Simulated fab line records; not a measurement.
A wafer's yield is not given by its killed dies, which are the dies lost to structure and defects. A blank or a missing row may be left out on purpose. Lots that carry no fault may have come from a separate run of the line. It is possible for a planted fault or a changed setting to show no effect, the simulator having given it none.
What tool caused it? :: flow n5_finfet :: 24 lots with 72 wafers sampled at 5 steps, on a route of 1938 steps

## WHAT THE GAUGES SHOWED, per wafer
N5_BEOL_M6_CD_MEAS_28 targets a cd of 40 nm.
lot: L074
measured: day 9 07:13
on: cd_sem-02
cd_nm (nm): 40.39 39.89 39.68

lot: L075
measured: day 9 22:21
on: cd_sem-02
cd_nm (nm): 39.84 39.84 40.12

lot: L077
measured: day 10 01:43
on: cd_sem-03
cd_nm (nm): 39.93 40.33 40.10

lot: L076
measured: day 10 07:21
on: cd_sem-03
cd_nm (nm): 39.89 40.00 39.93

lot: L078
measured: day 10 09:11
on: cd_sem-02
cd_nm (nm): 40.34 40.42 40.15

lot: L079
measured: day 10 12:22
on: cd_sem-02
cd_nm (nm): 39.77 39.70 40.36

lot: L080
measured: day 10 14:04
on: cd_sem-01
cd_nm (nm): 40.17 39.88 39.75

lot: L081
measured: day 11 01:43
on: cd_sem-03
cd_nm (nm): 40.30 39.49 39.79

lot: L083
measured: day 11 12:34
on: cd_sem-01
cd_nm (nm): 39.92 39.81 40.07

lot: L082
measured: day 11 13:00
on: cd_sem-03
cd_nm (nm): 40.05 39.84 40.28

lot: L084
measured: day 12 08:11
on: cd_sem-01
cd_nm (nm): 40.18 40.39 40.32

lot: L085
measured: day 12 13:09
on: cd_sem-03
cd_nm (nm): 39.92 39.75 39.91

lot: L086
measured: day 12 12:58
on: cd_sem-02
cd_nm (nm): 39.60 40.11 39.72

lot: L087
measured: day 12 17:33
on: cd_sem-03
cd_nm (nm): 40.06 39.93 39.83

lot: L089
measured: day 12 21:45
on: cd_sem-03
cd_nm (nm): 40.18 40.22 39.97

lot: L088
measured: day 13 00:53
on: cd_sem-02
cd_nm (nm): 40.07 39.79 40.29

lot: L090
measured: day 13 13:56
on: cd_sem-01
cd_nm (nm): 39.80 40.19 39.96

lot: L092
measured: day 13 17:50
on: cd_sem-02
cd_nm (nm): 39.86 39.83 40.15

lot: L091
measured: day 13 18:14
on: cd_sem-02
cd_nm (nm): 40.18 39.85 39.69

lot: L094
measured: day 14 11:05
on: cd_sem-02
cd_nm (nm): 39.56 39.68 40.34

lot: L093
measured: day 14 18:44
on: cd_sem-02
cd_nm (nm): 40.12 40.07 39.94

lot: L095
measured: day 14 16:34
on: cd_sem-01
cd_nm (nm): 39.94 39.86 40.45

lot: L096
measured: day 14 22:43
on: cd_sem-01
cd_nm (nm): 39.77 39.60 39.96

lot: L097
measured: day 15 02:28
on: cd_sem-02
cd_nm (nm): 40.04 40.28 39.92

## EACH LOT AND THE TOOL THAT RAN IT (in order: tool; ch and the chambers of the sampled wafers; start)
lot: L074
N5_BEOL_M4_ANNEAL_49: pvd_sputter-01, day 8 07:31
N5_BEOL_M5_PRE_CLEAN_45: pvd_sputter-02, day 8 19:52
N5_BEOL_M6_DESCUM_16: rie_diel-04 ch 0,1,2, day 9 04:45
N5_BEOL_M6_STRIP_67: rie_diel-04 ch 0,1,2, day 9 04:59

lot: L075
N5_BEOL_M4_ANNEAL_49: pvd_sputter-02, day 8 22:20
N5_BEOL_M5_PRE_CLEAN_45: pvd_sputter-03, day 9 09:05
N5_BEOL_M6_DESCUM_16: rie_diel-04 ch 0,2,3, day 9 18:48
N5_BEOL_M6_STRIP_67: rie_diel-04 ch 0,2,3, day 9 19:02

lot: L077
N5_BEOL_M4_ANNEAL_49: pvd_sputter-02, day 9 05:23
N5_BEOL_M5_PRE_CLEAN_45: pvd_sputter-02, day 9 17:04
N5_BEOL_M6_DESCUM_16: rie_diel-03 ch 0,3, day 10 00:56
N5_BEOL_M6_STRIP_67: rie_diel-03 ch 0,3, day 10 01:10

lot: L076
N5_BEOL_M4_ANNEAL_49: pvd_sputter-01, day 9 05:25
N5_BEOL_M5_PRE_CLEAN_45: pvd_sputter-02, day 9 16:16
N5_BEOL_M6_DESCUM_16: rie_diel-04 ch 0,1,2, day 10 05:04
N5_BEOL_M6_STRIP_67: rie_diel-04 ch 0,1,2, day 10 05:19

lot: L078
N5_BEOL_M4_ANNEAL_49: pvd_sputter-02, day 9 09:22
N5_BEOL_M5_PRE_CLEAN_45: pvd_sputter-03, day 9 23:21
N5_BEOL_M6_DESCUM_16: rie_diel-03 ch 0,1, day 10 08:24
N5_BEOL_M6_STRIP_67: rie_diel-03 ch 0,1, day 10 08:38

lot: L079
N5_BEOL_M4_ANNEAL_49: pvd_sputter-02, day 9 13:17
N5_BEOL_M5_PRE_CLEAN_45: pvd_sputter-03, day 9 23:55
N5_BEOL_M6_DESCUM_16: rie_diel-03 ch 0,1,3, day 10 10:09
N5_BEOL_M6_STRIP_67: rie_diel-03 ch 0,1,3, day 10 10:23

lot: L080
N5_BEOL_M4_ANNEAL_49: pvd_sputter-03, day 9 20:14
N5_BEOL_M5_PRE_CLEAN_45: pvd_sputter-01, day 10 05:02
N5_BEOL_M6_DESCUM_16: rie_diel-04 ch 1,2, day 10 13:11
N5_BEOL_M6_STRIP_67: rie_diel-04 ch 1,2, day 10 13:25

lot: L081
N5_BEOL_M4_ANNEAL_49: pvd_sputter-01, day 10 05:44
N5_BEOL_M5_PRE_CLEAN_45: pvd_sputter-02, day 10 14:31
N5_BEOL_M6_DESCUM_16: rie_diel-01 ch 0,1,2, day 10 23:58
N5_BEOL_M6_STRIP_67: rie_diel-01 ch 0,1,2, day 11 00:12

lot: L083
N5_BEOL_M4_ANNEAL_49: pvd_sputter-01, day 10 15:52
N5_BEOL_M5_PRE_CLEAN_45: pvd_sputter-02, day 11 00:29
N5_BEOL_M6_DESCUM_16: rie_diel-03 ch 1,2, day 11 11:13
N5_BEOL_M6_STRIP_67: rie_diel-03 ch 1,2, day 11 11:28

lot: L082
N5_BEOL_M4_ANNEAL_49: pvd_sputter-03, day 10 16:19
N5_BEOL_M5_PRE_CLEAN_45: pvd_sputter-01, day 11 03:12
N5_BEOL_M6_DESCUM_16: rie_diel-03 ch 1,2,3, day 11 12:04
N5_BEOL_M6_STRIP_67: rie_diel-03 ch 1,2,3, day 11 12:18

lot: L084
N5_BEOL_M4_ANNEAL_49: pvd_sputter-03, day 11 11:20
N5_BEOL_M5_PRE_CLEAN_45: pvd_sputter-02, day 11 21:25
N5_BEOL_M6_DESCUM_16: rie_diel-01 ch 0,1, day 12 07:17
N5_BEOL_M6_STRIP_67: rie_diel-01 ch 0,1, day 12 07:31

lot: L085
N5_BEOL_M4_ANNEAL_49: pvd_sputter-01, day 11 14:50
N5_BEOL_M5_PRE_CLEAN_45: pvd_sputter-01, day 12 02:09
N5_BEOL_M6_DESCUM_16: rie_diel-04 ch 0,1,3, day 12 10:41
N5_BEOL_M6_STRIP_67: rie_diel-04 ch 0,1,3, day 12 10:55

lot: L086
N5_BEOL_M4_ANNEAL_49: pvd_sputter-02, day 11 17:54
N5_BEOL_M5_PRE_CLEAN_45: pvd_sputter-01, day 12 02:14
N5_BEOL_M6_DESCUM_16: rie_diel-01 ch 0,2, day 12 10:47
N5_BEOL_M6_STRIP_67: rie_diel-01 ch 0,2, day 12 11:01

lot: L087
N5_BEOL_M4_ANNEAL_49: pvd_sputter-01, day 11 19:34
N5_BEOL_M5_PRE_CLEAN_45: pvd_sputter-01, day 12 07:53
N5_BEOL_M6_DESCUM_16: rie_diel-01 ch 1,2,3, day 12 16:10
N5_BEOL_M6_STRIP_67: rie_diel-01 ch 1,2,3, day 12 16:25

lot: L089
N5_BEOL_M4_ANNEAL_49: pvd_sputter-01, day 11 23:33
N5_BEOL_M5_PRE_CLEAN_45: pvd_sputter-02, day 12 09:50
N5_BEOL_M6_DESCUM_16: rie_diel-01 ch 1,2,3, day 12 19:14
N5_BEOL_M6_STRIP_67: rie_diel-01 ch 1,2,3, day 12 19:28

lot: L088
N5_BEOL_M4_ANNEAL_49: pvd_sputter-03, day 12 03:58
N5_BEOL_M5_PRE_CLEAN_45: pvd_sputter-01, day 12 14:28
N5_BEOL_M6_DESCUM_16: rie_diel-03 ch 1,2,3, day 12 23:40
N5_BEOL_M6_STRIP_67: rie_diel-03 ch 1,2,3, day 12 23:54

lot: L090
N5_BEOL_M4_ANNEAL_49: pvd_sputter-02, day 12 11:06
N5_BEOL_M5_PRE_CLEAN_45: pvd_sputter-01, day 13 00:06
N5_BEOL_M6_DESCUM_16: rie_diel-04 ch 1,2,3, day 13 09:52
N5_BEOL_M6_STRIP_67: rie_diel-04 ch 1,2,3, day 13 10:06

lot: L092
N5_BEOL_M4_ANNEAL_49: pvd_sputter-03, day 12 15:50
N5_BEOL_M5_PRE_CLEAN_45: pvd_sputter-03, day 13 03:38
N5_BEOL_M6_DESCUM_16: rie_diel-04 ch 0,1,2, day 13 15:22
N5_BEOL_M6_STRIP_67: rie_diel-04 ch 0,1,2, day 13 15:36

lot: L091
N5_BEOL_M4_ANNEAL_49: pvd_sputter-02, day 12 20:28
N5_BEOL_M5_PRE_CLEAN_45: pvd_sputter-01, day 13 09:16
N5_BEOL_M6_DESCUM_16: rie_diel-04 ch 1,2,3, day 13 17:20
N5_BEOL_M6_STRIP_67: rie_diel-04 ch 1,2,3, day 13 17:35

lot: L094
N5_BEOL_M4_ANNEAL_49: pvd_sputter-03, day 13 07:19
N5_BEOL_M5_PRE_CLEAN_45: pvd_sputter-02, day 13 22:34
N5_BEOL_M6_DESCUM_16: rie_diel-01 ch 1,3, day 14 10:05
N5_BEOL_M6_STRIP_67: rie_diel-01 ch 1,3, day 14 10:20

lot: L093
N5_BEOL_M4_ANNEAL_49: pvd_sputter-01, day 13 16:23
N5_BEOL_M5_PRE_CLEAN_45: pvd_sputter-02, day 14 04:50
N5_BEOL_M6_DESCUM_16: rie_diel-01 ch 1,2, day 14 17:50
N5_BEOL_M6_STRIP_67: rie_diel-01 ch 1,2, day 14 18:04

lot: L095
N5_BEOL_M4_ANNEAL_49: pvd_sputter-01, day 13 18:14
N5_BEOL_M5_PRE_CLEAN_45: pvd_sputter-02, day 14 04:45
N5_BEOL_M6_DESCUM_16: rie_diel-01 ch 0,2, day 14 13:11
N5_BEOL_M6_STRIP_67: rie_diel-01 ch 0,2, day 14 13:25

lot: L096
N5_BEOL_M4_ANNEAL_49: pvd_sputter-01, day 14 01:31
N5_BEOL_M5_PRE_CLEAN_45: pvd_sputter-01, day 14 12:58
N5_BEOL_M6_DESCUM_16: rie_diel-03 ch 1,2,3, day 14 21:49
N5_BEOL_M6_STRIP_67: rie_diel-03 ch 1,2,3, day 14 22:03

lot: L097
N5_BEOL_M4_ANNEAL_49: pvd_sputter-02, day 14 05:35
N5_BEOL_M5_PRE_CLEAN_45: pvd_sputter-02, day 14 13:41
N5_BEOL_M6_DESCUM_16: rie_diel-04 ch 0,1,3, day 15 00:21
N5_BEOL_M6_STRIP_67: rie_diel-04 ch 0,1,3, day 15 00:35
- N5_BEOL_M4_ANNEAL_49: time 240 s.
- N5_BEOL_M5_PRE_CLEAN_45: time 30 s.
- N5_BEOL_M6_DESCUM_16: chemistry O2, time 7.9 s.
- N5_BEOL_M6_STRIP_67: strips in CF4.

## WHAT THE TOOLS THEMSELVES READ (means of the sampled wafers that have a number; where no wafer has one, the mark that the record gives instead)
N5_BEOL_M4_ANNEAL_49.
lot: L074
tool: pvd_sputter-01
heater_power_w (W): 757
susceptor_temp_C_max: 400.9

lot: L075
tool: pvd_sputter-02
heater_power_w (W): 814
susceptor_temp_C_max: 400.8

lot: L077
tool: pvd_sputter-02
heater_power_w (W): 843
susceptor_temp_C_max: 401.0

lot: L076
tool: pvd_sputter-01
heater_power_w (W): 851
susceptor_temp_C_max: 400.7

lot: L078
tool: pvd_sputter-02
heater_power_w (W): 742
susceptor_temp_C_max: 400.6

lot: L079
tool: pvd_sputter-02
heater_power_w (W): 750
susceptor_temp_C_max: 400.8

lot: L080
tool: pvd_sputter-03
heater_power_w (W): 861
susceptor_temp_C_max: 400.8

lot: L081
tool: pvd_sputter-01
heater_power_w (W): 839
susceptor_temp_C_max: 400.8

lot: L083
tool: pvd_sputter-01
heater_power_w (W): 829
susceptor_temp_C_max: 400.8

lot: L082
tool: pvd_sputter-03
heater_power_w (W): 859
susceptor_temp_C_max: 400.8

lot: L084
tool: pvd_sputter-03
heater_power_w (W): 864
susceptor_temp_C_max: 400.9

lot: L085
tool: pvd_sputter-01
heater_power_w (W): 831
susceptor_temp_C_max: 400.8

lot: L086
tool: pvd_sputter-02
heater_power_w (W): 749
susceptor_temp_C_max: 400.5

lot: L087
tool: pvd_sputter-01
heater_power_w (W): 864
susceptor_temp_C_max: 401.0

lot: L089
tool: pvd_sputter-01
heater_power_w (W): 761
susceptor_temp_C_max: 401.1

lot: L088
tool: pvd_sputter-03
heater_power_w (W): 859
susceptor_temp_C_max: 400.9

lot: L090
tool: pvd_sputter-02
heater_power_w (W): 804
susceptor_temp_C_max: 400.9

lot: L092
tool: pvd_sputter-03
heater_power_w (W): 884
susceptor_temp_C_max: 401.2

lot: L091
tool: pvd_sputter-02
heater_power_w (W): 757
susceptor_temp_C_max: 401.1

lot: L094
tool: pvd_sputter-03
heater_power_w (W): 870
susceptor_temp_C_max: 401.0

lot: L093
tool: pvd_sputter-01
heater_power_w (W): 822
susceptor_temp_C_max: 400.9

lot: L095
tool: pvd_sputter-01
heater_power_w (W): 818
susceptor_temp_C_max: 401.0

lot: L096
tool: pvd_sputter-01
heater_power_w (W): 945
susceptor_temp_C_max: 400.7

lot: L097
tool: pvd_sputter-02
heater_power_w (W): 769
susceptor_temp_C_max: 400.9

N5_BEOL_M5_PRE_CLEAN_45.
lot: L074
tool: pvd_sputter-02
heater_power_w (W): 321

lot: L075
tool: pvd_sputter-03
heater_power_w (W): 344

lot: L077
tool: pvd_sputter-02
heater_power_w (W): 304

lot: L076
tool: pvd_sputter-02
heater_power_w (W): 320

lot: L078
tool: pvd_sputter-03
heater_power_w (W): 346

lot: L079
tool: pvd_sputter-03
heater_power_w (W): 334

lot: L080
tool: pvd_sputter-01
heater_power_w (W): 329

lot: L081
tool: pvd_sputter-02
heater_power_w (W): 324

lot: L083
tool: pvd_sputter-02
heater_power_w (W): 341

lot: L082
tool: pvd_sputter-01
heater_power_w (W): 378

lot: L084
tool: pvd_sputter-02
heater_power_w (W): 305

lot: L085
tool: pvd_sputter-01
heater_power_w (W): 303

lot: L086
tool: pvd_sputter-01
heater_power_w (W): 346

lot: L087
tool: pvd_sputter-01
heater_power_w (W): 306

lot: L089
tool: pvd_sputter-02
heater_power_w (W): 332

lot: L088
tool: pvd_sputter-01
heater_power_w (W): 348

lot: L090
tool: pvd_sputter-01
heater_power_w (W): 303

lot: L092
tool: pvd_sputter-03
heater_power_w (W): 342

lot: L091
tool: pvd_sputter-01
heater_power_w (W): 340

lot: L094
tool: pvd_sputter-02
heater_power_w (W): 298

lot: L093
tool: pvd_sputter-02
heater_power_w (W): 325

lot: L095
tool: pvd_sputter-02
heater_power_w (W): 302

lot: L096
tool: pvd_sputter-01
heater_power_w (W): 334

lot: L097
tool: pvd_sputter-02
heater_power_w (W): 307

N5_BEOL_M6_DESCUM_16.
lot: L074
tool: rie_diel-04
drypump_motor_current_A (A): 5.7
oes_product_au (a.u.): 0.81
rf_vpp_V (V): 243.4
showerhead_plenum_p_Torr (Torr): 2.13
temp_c (C): 40.07
throttle_valve_pct (%): 20.40

lot: L075
tool: rie_diel-04
drypump_motor_current_A (A): 5.6
oes_product_au (a.u.): 0.80
rf_vpp_V (V): 243.7
showerhead_plenum_p_Torr (Torr): 2.13
temp_c (C): 40.05
throttle_valve_pct (%): 20.48

lot: L077
tool: rie_diel-03
drypump_motor_current_A (A): 5.4
oes_product_au (a.u.): 0.87
rf_vpp_V (V): 242.9
showerhead_plenum_p_Torr (Torr): 2.03
temp_c (C): 40.00
throttle_valve_pct (%): 20.36

lot: L076
tool: rie_diel-04
drypump_motor_current_A (A): 5.8
oes_product_au (a.u.): 0.80
rf_vpp_V (V): 243.4
showerhead_plenum_p_Torr (Torr): 2.13
temp_c (C): 40.05
throttle_valve_pct (%): 20.41

lot: L078
tool: rie_diel-03
drypump_motor_current_A (A): 5.9
oes_product_au (a.u.): 0.92
rf_vpp_V (V): 241.8
showerhead_plenum_p_Torr (Torr): 2.04
temp_c (C): 40.04
throttle_valve_pct (%): 20.08

lot: L079
tool: rie_diel-03
drypump_motor_current_A (A): 5.8
oes_product_au (a.u.): 0.86
rf_vpp_V (V): 242.7
showerhead_plenum_p_Torr (Torr): 2.03
temp_c (C): 40.04
throttle_valve_pct (%): 20.30

lot: L080
tool: rie_diel-04
drypump_motor_current_A (A): 5.8
oes_product_au (a.u.): 0.77
rf_vpp_V (V): 243.9
showerhead_plenum_p_Torr (Torr): 2.17
temp_c (C): 40.09
throttle_valve_pct (%): 20.63

lot: L081
tool: rie_diel-01
drypump_motor_current_A (A): 6.1
oes_product_au (a.u.): 0.72
rf_vpp_V (V): 242.3
showerhead_plenum_p_Torr (Torr): 2.05
temp_c (C): 39.87
throttle_valve_pct (%): 20.39

lot: L083
tool: rie_diel-03
drypump_motor_current_A (A): 6.0
oes_product_au (a.u.): 0.84
rf_vpp_V (V): 243.2
showerhead_plenum_p_Torr (Torr): 2.09
temp_c (C): 39.88
throttle_valve_pct (%): 20.31

lot: L082
tool: rie_diel-03
drypump_motor_current_A (A): 5.9
oes_product_au (a.u.): 0.78
rf_vpp_V (V): 241.8
showerhead_plenum_p_Torr (Torr): 2.07
temp_c (C): 40.05
throttle_valve_pct (%): 20.51

lot: L084
tool: rie_diel-01
drypump_motor_current_A (A): 6.0
oes_product_au (a.u.): 0.83
rf_vpp_V (V): 241.8
showerhead_plenum_p_Torr (Torr): 2.03
temp_c (C): 40.05
throttle_valve_pct (%): 20.19

lot: L085
tool: rie_diel-04
drypump_motor_current_A (A): 5.8
oes_product_au (a.u.): 0.82
rf_vpp_V (V): 244.1
showerhead_plenum_p_Torr (Torr): 2.15
temp_c (C): 39.98
throttle_valve_pct (%): 20.35

lot: L086
tool: rie_diel-01
drypump_motor_current_A (A): 6.2
oes_product_au (a.u.): 0.71
rf_vpp_V (V): 241.5
showerhead_plenum_p_Torr (Torr): 2.05
temp_c (C): 40.03
throttle_valve_pct (%): 20.36

lot: L087
tool: rie_diel-01
drypump_motor_current_A (A): 5.9
oes_product_au (a.u.): 0.79
rf_vpp_V (V): 242.6
showerhead_plenum_p_Torr (Torr): 2.04
temp_c (C): 39.98
throttle_valve_pct (%): 20.44

lot: L089
tool: rie_diel-01
drypump_motor_current_A (A): 6.0
oes_product_au (a.u.): 0.79
rf_vpp_V (V): 241.5
showerhead_plenum_p_Torr (Torr): 2.04
temp_c (C): 39.99
throttle_valve_pct (%): 20.43

lot: L088
tool: rie_diel-03
drypump_motor_current_A (A): 5.9
oes_product_au (a.u.): 0.77
rf_vpp_V (V): 242.2
showerhead_plenum_p_Torr (Torr): 2.07
temp_c (C): 40.02
throttle_valve_pct (%): 20.54

lot: L090
tool: rie_diel-04
drypump_motor_current_A (A): 5.8
oes_product_au (a.u.): 0.78
rf_vpp_V (V): 244.9
showerhead_plenum_p_Torr (Torr): 2.18
temp_c (C): 39.92
throttle_valve_pct (%): 20.58

lot: L092
tool: rie_diel-04
drypump_motor_current_A (A): 5.8
oes_product_au (a.u.): 0.78
rf_vpp_V (V): 243.2
showerhead_plenum_p_Torr (Torr): 2.12
temp_c (C): 40.10
throttle_valve_pct (%): 20.45

lot: L091
tool: rie_diel-04
drypump_motor_current_A (A): 5.8
oes_product_au (a.u.): 0.78
rf_vpp_V (V): 244.0
showerhead_plenum_p_Torr (Torr): 2.18
temp_c (C): 40.04
throttle_valve_pct (%): 20.58

lot: L094
tool: rie_diel-01
drypump_motor_current_A (A): 5.8
oes_product_au (a.u.): 0.78
rf_vpp_V (V): 241.3
showerhead_plenum_p_Torr (Torr): 2.02
temp_c (C): 39.94
throttle_valve_pct (%): 20.55

lot: L093
tool: rie_diel-01
drypump_motor_current_A (A): 6.0
oes_product_au (a.u.): 0.92
rf_vpp_V (V): 242.4
showerhead_plenum_p_Torr (Torr): 2.05
temp_c (C): 39.91
throttle_valve_pct (%): 20.15

lot: L095
tool: rie_diel-01
drypump_motor_current_A (A): 6.1
oes_product_au (a.u.): 0.90
rf_vpp_V (V): 242.9
showerhead_plenum_p_Torr (Torr): 2.04
temp_c (C): 39.89
throttle_valve_pct (%): 20.13

lot: L096
tool: rie_diel-03
drypump_motor_current_A (A): 5.9
oes_product_au (a.u.): 0.76
rf_vpp_V (V): 242.0
showerhead_plenum_p_Torr (Torr): 2.06
temp_c (C): 40.05
throttle_valve_pct (%): 20.56

lot: L097
tool: rie_diel-04
drypump_motor_current_A (A): 5.8
oes_product_au (a.u.): 0.79
rf_vpp_V (V): 243.8
showerhead_plenum_p_Torr (Torr): 2.14
temp_c (C): 40.03
throttle_valve_pct (%): 20.37

N5_BEOL_M6_STRIP_67.
lot: L074
tool: rie_diel-04
drypump_motor_current_A (A): 5.8
oes_product_au (a.u.): 0.81
rf_vpp_V (V): 272.7
showerhead_plenum_p_Torr (Torr): 1.83
throttle_valve_pct (%): 13.59

lot: L075
tool: rie_diel-04
drypump_motor_current_A (A): 5.6
oes_product_au (a.u.): 0.80
rf_vpp_V (V): 272.0
showerhead_plenum_p_Torr (Torr): 1.83
throttle_valve_pct (%): 13.65

lot: L077
tool: rie_diel-03
drypump_motor_current_A (A): 5.4
oes_product_au (a.u.): 0.86
rf_vpp_V (V): 269.8
showerhead_plenum_p_Torr (Torr): 1.75
throttle_valve_pct (%): 13.53

lot: L076
tool: rie_diel-04
drypump_motor_current_A (A): 5.7
oes_product_au (a.u.): 0.81
rf_vpp_V (V): 271.4
showerhead_plenum_p_Torr (Torr): 1.83
throttle_valve_pct (%): 13.60

lot: L078
tool: rie_diel-03
drypump_motor_current_A (A): 5.9
oes_product_au (a.u.): 0.90
rf_vpp_V (V): 269.9
showerhead_plenum_p_Torr (Torr): 1.76
throttle_valve_pct (%): 13.24

lot: L079
tool: rie_diel-03
drypump_motor_current_A (A): 5.8
oes_product_au (a.u.): 0.85
rf_vpp_V (V): 269.9
showerhead_plenum_p_Torr (Torr): 1.75
throttle_valve_pct (%): 13.47

lot: L080
tool: rie_diel-04
drypump_motor_current_A (A): 5.8
oes_product_au (a.u.): 0.77
rf_vpp_V (V): 272.6
showerhead_plenum_p_Torr (Torr): 1.86
throttle_valve_pct (%): 13.85

lot: L081
tool: rie_diel-01
drypump_motor_current_A (A): 6.1
oes_product_au (a.u.): 0.72
rf_vpp_V (V): 270.0
showerhead_plenum_p_Torr (Torr): 1.76
throttle_valve_pct (%): 13.56

lot: L083
tool: rie_diel-03
drypump_motor_current_A (A): 6.0
oes_product_au (a.u.): 0.84
rf_vpp_V (V): 271.0
showerhead_plenum_p_Torr (Torr): 1.79
throttle_valve_pct (%): 13.45

lot: L082
tool: rie_diel-03
drypump_motor_current_A (A): 5.9
oes_product_au (a.u.): 0.79
rf_vpp_V (V): 270.8
showerhead_plenum_p_Torr (Torr): 1.78
throttle_valve_pct (%): 13.68

lot: L084
tool: rie_diel-01
drypump_motor_current_A (A): 6.1
oes_product_au (a.u.): 0.84
rf_vpp_V (V): 269.4
showerhead_plenum_p_Torr (Torr): 1.74
throttle_valve_pct (%): 13.30

lot: L085
tool: rie_diel-04
drypump_motor_current_A (A): 5.8
oes_product_au (a.u.): 0.81
rf_vpp_V (V): 271.9
showerhead_plenum_p_Torr (Torr): 1.84
throttle_valve_pct (%): 13.49

lot: L086
tool: rie_diel-01
drypump_motor_current_A (A): 6.1
oes_product_au (a.u.): 0.72
rf_vpp_V (V): 270.5
showerhead_plenum_p_Torr (Torr): 1.75
throttle_valve_pct (%): 13.53

lot: L087
tool: rie_diel-01
drypump_motor_current_A (A): 5.9
oes_product_au (a.u.): 0.78
rf_vpp_V (V): 270.5
showerhead_plenum_p_Torr (Torr): 1.75
throttle_valve_pct (%): 13.57

lot: L089
tool: rie_diel-01
drypump_motor_current_A (A): 6.0
oes_product_au (a.u.): 0.79
rf_vpp_V (V): 269.7
showerhead_plenum_p_Torr (Torr): 1.75
throttle_valve_pct (%): 13.57

lot: L088
tool: rie_diel-03
drypump_motor_current_A (A): 5.9
oes_product_au (a.u.): 0.78
rf_vpp_V (V): 269.0
showerhead_plenum_p_Torr (Torr): 1.77
throttle_valve_pct (%): 13.71

lot: L090
tool: rie_diel-04
drypump_motor_current_A (A): 5.8
oes_product_au (a.u.): 0.78
rf_vpp_V (V): 272.1
showerhead_plenum_p_Torr (Torr): 1.88
throttle_valve_pct (%): 13.74

lot: L092
tool: rie_diel-04
drypump_motor_current_A (A): 5.8
oes_product_au (a.u.): 0.78
rf_vpp_V (V): 271.3
showerhead_plenum_p_Torr (Torr): 1.82
throttle_valve_pct (%): 13.65

lot: L091
tool: rie_diel-04
drypump_motor_current_A (A): 5.8
oes_product_au (a.u.): 0.77
rf_vpp_V (V): 272.5
showerhead_plenum_p_Torr (Torr): 1.87
throttle_valve_pct (%): 13.76

lot: L094
tool: rie_diel-01
drypump_motor_current_A (A): 5.8
oes_product_au (a.u.): 0.78
rf_vpp_V (V): 270.4
showerhead_plenum_p_Torr (Torr): 1.74
throttle_valve_pct (%): 13.70

lot: L093
tool: rie_diel-01
drypump_motor_current_A (A): 6.0
oes_product_au (a.u.): 0.91
rf_vpp_V (V): 270.7
showerhead_plenum_p_Torr (Torr): 1.76
throttle_valve_pct (%): 13.21

lot: L095
tool: rie_diel-01
drypump_motor_current_A (A): 6.2
oes_product_au (a.u.): 0.90
rf_vpp_V (V): 270.0
showerhead_plenum_p_Torr (Torr): 1.75
throttle_valve_pct (%): 13.19

lot: L096
tool: rie_diel-03
drypump_motor_current_A (A): 5.9
oes_product_au (a.u.): 0.76
rf_vpp_V (V): 271.0
showerhead_plenum_p_Torr (Torr): 1.77
throttle_valve_pct (%): 13.73

lot: L097
tool: rie_diel-04
drypump_motor_current_A (A): 5.8
oes_product_au (a.u.): 0.79
rf_vpp_V (V): 272.5
showerhead_plenum_p_Torr (Torr): 1.83
throttle_valve_pct (%): 13.53

## THE ANSWER, worked out from the rows above alone
Rule: what is usual is taken from the lots themselves. The widest of any qualifying gaps counts: lots, ordered by their means at a reading, are off when they make up no more than a third of the lots, leave a main group of 4 or more, and stand apart from it by 3 or more times the standard deviation of that group's means. If all means in a main group match to the digits the tables above print for the reading, that group is not used. Also off: a lot with no number at a reading for which 4 or more lots have one. Any other lot the step has rows for is counted as sound. First the gauges in route order, then the tools' own readings, where a lot's mean is used as printed above. The first step at which some lot is off is used, and at that step the reading that is off furthest; a lot without a number counts as furthest.
No lot is off on any of the readings shown, so nothing can be concluded from this.

## WHAT THE SIMULATOR PUT IN
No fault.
